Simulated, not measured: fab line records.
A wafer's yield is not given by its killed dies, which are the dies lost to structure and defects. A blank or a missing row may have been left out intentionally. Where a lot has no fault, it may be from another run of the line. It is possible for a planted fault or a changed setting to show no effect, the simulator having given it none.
The tool behind it: which one?	flow nand harc	11 lots, 33 wafers sampled, at 4 steps of a route of 1159

WHAT EACH GAUGE READ, for each wafer
NHARC_THIN_TSV_CD_MEAS_33: the cd target is 5000 nm. Usual: 5000.2 nm for cd nm, sd 2.
lot	measured	on	cd nm (nm)	flag
L348	day 19 11:25	cd sem-01	4997.0 4995.6 4999.1	
L350	day 19 13:34	cd sem-01	5002.4 5000.9 5000.8	
L349	day 19 12:19	cd sem-02	5001.7 4999.3 5000.8	
L351	day 19 22:25	cd sem-02	4999.3 4997.5 4998.7	
L353	day 19 23:19	cd sem-01	4996.4 4999.3 4999.6	
L352	day 20 10:53	cd sem-01	5002.8 5002.5 5000.4	
L356	day 20 18:13	cd sem-01	4996.4 4999.8 5000.6	
L355	day 20 19:02	cd sem-03	5002.3 5001.5 5002.2	
L354	day 20 23:08	cd sem-02	4997.4 5000.7 4997.7	
L366	day 23 02:22	cd sem-02	5001.1 4999.1 4999.7	
L367	day 23 10:54	cd sem-01	4998.6 5000.4 5003.8	

NHARC_END_SORT_01. Usual: killed at array 25, standard deviation 9.2; killed at other 0.8, standard deviation 1.2; killed at periphery 3.9, standard deviation 2.6; killed dies 30, standard deviation 9.7; killed open 3.4, standard deviation 1.9; killed short 2.0, standard deviation 1.4.
lot	measured	on	killed at array	killed at other	killed at periphery	killed dies	killed open	killed short	flag
L366	day 23 15:56	prober-01	25 24 101	1 1 0	2 4 0	28 29 101	1 5 1	1 1 0	
L367	day 24 00:33	prober-01	10 14 15	2 0 1	1 3 0	13 17 16	3 8 1	3 2 3	

EACH LOT AND THE TOOL THAT RAN IT (in order: tool; ch and the chambers of the sampled wafers; start)
lot	NHARC_A_CONTACT_STRIP_55	NHARC_THIN_TSV_STRIP_56
L348	rie diel-13 ch 0,2,3, day 16 13:07	plasma asher-02 ch 0,1, day 19 12:07
L350	rie diel-01 ch 1,3, day 16 22:07	plasma asher-01 ch 0,1, day 19 14:16
L349	rie diel-04 ch 0,1,2, day 17 01:08	plasma asher-01 ch 0,1, day 19 13:01
L351	rie diel-01 ch 1,2,3, day 17 17:29	plasma asher-02 ch 0,1, day 19 23:36
L353	rie diel-01 ch 1,2,3, day 17 19:55	plasma asher-02 ch 0,1, day 20 00:49
L352	rie diel-01 ch 1,2,3, day 17 22:11	plasma asher-02 ch 0,1, day 20 11:36
L356	rie diel-01 ch 0,1, day 18 11:25	plasma asher-02 ch 0, day 20 18:55
L355	rie diel-04 ch 0,1, day 18 14:59	plasma asher-01 ch 0,1, day 20 19:45
L354	rie diel-01 ch 0,1,3, day 18 18:01	plasma asher-01 ch 0,1, day 20 23:52
L366	rie diel-01 ch 0,2,3, day 20 17:08	plasma asher-02 ch 0,1, day 23 03:04
L367	rie diel-04 ch 0,1, day 21 05:09	plasma asher-01 ch 0,1, day 23 11:38
- NHARC_A_CONTACT_STRIP_55: strips in O2.
- NHARC_THIN_TSV_STRIP_56: strips in O2.

WHAT THE TOOLS THEMSELVES READ (means of the sampled wafers that have a number; where no wafer has one, the mark that the record gives instead)
NHARC_A_CONTACT_STRIP_55. Usual: drypump motor current A 5.6 A, standard deviation 0.55; oes product au 1.001 a.u., standard deviation 0.0087; rf vpp V 57.6 V, standard deviation 0.91; showerhead plenum p Torr 3.46 Torr, standard deviation 0.17; throttle valve pct 17.038 %, standard deviation 0.0098.
lot	tool	drypump motor current A (A)	oes product au (a.u.)	rf vpp V (V)	showerhead plenum p Torr (Torr)	throttle valve pct (%)	flag
L348	rie diel-13	5.5	0.998	57.3	3.51	17.033	
L350	rie diel-01	5.6	1.008	57.3	3.35	17.037	
L349	rie diel-04	6.2	1.003	57.5	3.54	17.031	
L351	rie diel-01	5.4	1.000	57.6	3.35	17.030	
L353	rie diel-01	5.5	0.999	57.8	3.35	17.046	
L352	rie diel-01	5.5	1.003	57.6	3.35	17.042	
L356	rie diel-01	5.0	0.996	57.6	3.58	17.036	
L355	rie diel-04	6.3	1.012	58.0	3.44	17.025	
L354	rie diel-01	5.3	1.000	57.4	3.46	17.032	
L366	rie diel-01	5.4	1.002	56.9	3.43	17.036	
L367	rie diel-04	6.3	1.012	58.1	3.60	17.028	

NHARC_THIN_TSV_STRIP_56. Usual: drypump motor current A 5.7 A, standard deviation 0.31; heater power w 366 W, standard deviation 43.
lot	tool	drypump motor current A (A)	heater power w (W)	flag
L348	plasma asher-02	5.6	339	
L350	plasma asher-01	5.8	383	
L349	plasma asher-01	6.0	370	
L351	plasma asher-02	5.5	371	
L353	plasma asher-02	5.5	365	
L352	plasma asher-02	5.5	373	
L356	plasma asher-02	5.4	403	
L355	plasma asher-01	6.0	369	
L354	plasma asher-01	6.0	377	
L366	plasma asher-02	5.5	375	
L367	plasma asher-01	5.7	390	

THE ANSWER, worked out from the rows above alone
Rule: lot off if the mean of its wafers having a number is beyond 3 standard deviations from the usual mean. Also off: a lot with no number at a reading for which 4 or more lots have one. All remaining lots with rows at the step are treated as sound. The gauges are gone through in route order, then the tools' own readings, and for those a lot's mean is taken as printed above. At the first step where some lot is off, the reading lying furthest off is the one used; lots without a number count as furthest.
Across all readings shown, no lot is off: no conclusion can be drawn from this.

WHAT THE SIMULATOR HAD PUT IN
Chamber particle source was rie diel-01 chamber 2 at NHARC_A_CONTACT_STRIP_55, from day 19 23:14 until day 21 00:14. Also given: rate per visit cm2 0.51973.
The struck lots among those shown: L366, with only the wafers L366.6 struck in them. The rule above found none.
